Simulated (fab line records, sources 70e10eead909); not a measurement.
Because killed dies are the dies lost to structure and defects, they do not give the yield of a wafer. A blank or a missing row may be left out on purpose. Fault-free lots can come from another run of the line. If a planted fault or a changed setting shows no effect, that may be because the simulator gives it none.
Matching of chambers / flow nandHarc / 3 sister chambers for NHARC_A_SGD_CUT_DEP_00 on pecvd-03
The step deposits SiNx, target thk 50 nm. 6 wafers are shown with their chamber, then 10 later ones without.

## WAFERS PAIRED WITH THEIR CHAMBERS
wafer=L087.2; chamber=1; heaterPowerW (W)=721
wafer=L089.4; chamber=0; heaterPowerW (W)=645
wafer=L089.5; chamber=1; heaterPowerW (W)=760
wafer=L089.6; chamber=2; heaterPowerW (W)=652
wafer=L090.1; chamber=2; heaterPowerW (W)=645
wafer=L090.4; chamber=0; heaterPowerW (W)=605

## WAFERS WITHOUT THEIR CHAMBER
wafer=L090.6; heaterPowerW (W)=693
wafer=L091.2; heaterPowerW (W)=677
wafer=L091.3; heaterPowerW (W)=638
wafer=L091.5; heaterPowerW (W)=658
wafer=L095.3; heaterPowerW (W)=664
wafer=L095.5; heaterPowerW (W)=652
wafer=L095.6; heaterPowerW (W)=687
wafer=L097.3; heaterPowerW (W)=648
wafer=L097.5; heaterPowerW (W)=610
wafer=L097.6; heaterPowerW (W)=685

## WHICH CHAMBER EACH WENT THROUGH
wafer=L090.6; from the rows above=can't be placed: 2 or 1 or 0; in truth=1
wafer=L091.2; from the rows above=can't be placed: 2 or 0 or 1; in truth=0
wafer=L091.3; from the rows above=can't be placed: 2 or 0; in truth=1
wafer=L091.5; from the rows above=can't be placed: 2 or 0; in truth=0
wafer=L095.3; from the rows above=can't be placed: 2 or 0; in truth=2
wafer=L095.5; from the rows above=can't be placed: 2 or 0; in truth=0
wafer=L095.6; from the rows above=can't be placed: 2 or 1 or 0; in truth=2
wafer=L097.3; from the rows above=can't be placed: 2 or 0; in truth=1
wafer=L097.5; from the rows above=can't be placed: 0 or 2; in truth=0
wafer=L097.6; from the rows above=can't be placed: 2 or 1 or 0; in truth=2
Placed correctly: 0 of 10. Unplaceable from these rows: 10, with the true chamber sitting among the candidates in 8. Wrongly placed: 0.
How it was worked out, from the rows above alone: a wafer's distance from a chamber is the root of the sum, over the readings, of the square of ((its reading less the chamber's mean) divided by the reading's scatter). If the next closest chamber is less than 2 further off than the closest, the wafer can't be placed; otherwise it belongs to the closest. The mean given for a chamber averages the wafers shown for that chamber. The scatter: the root of (the sum of the squares of (reading less its chamber's mean) over the shown wafers, divided by (wafers less chambers)).
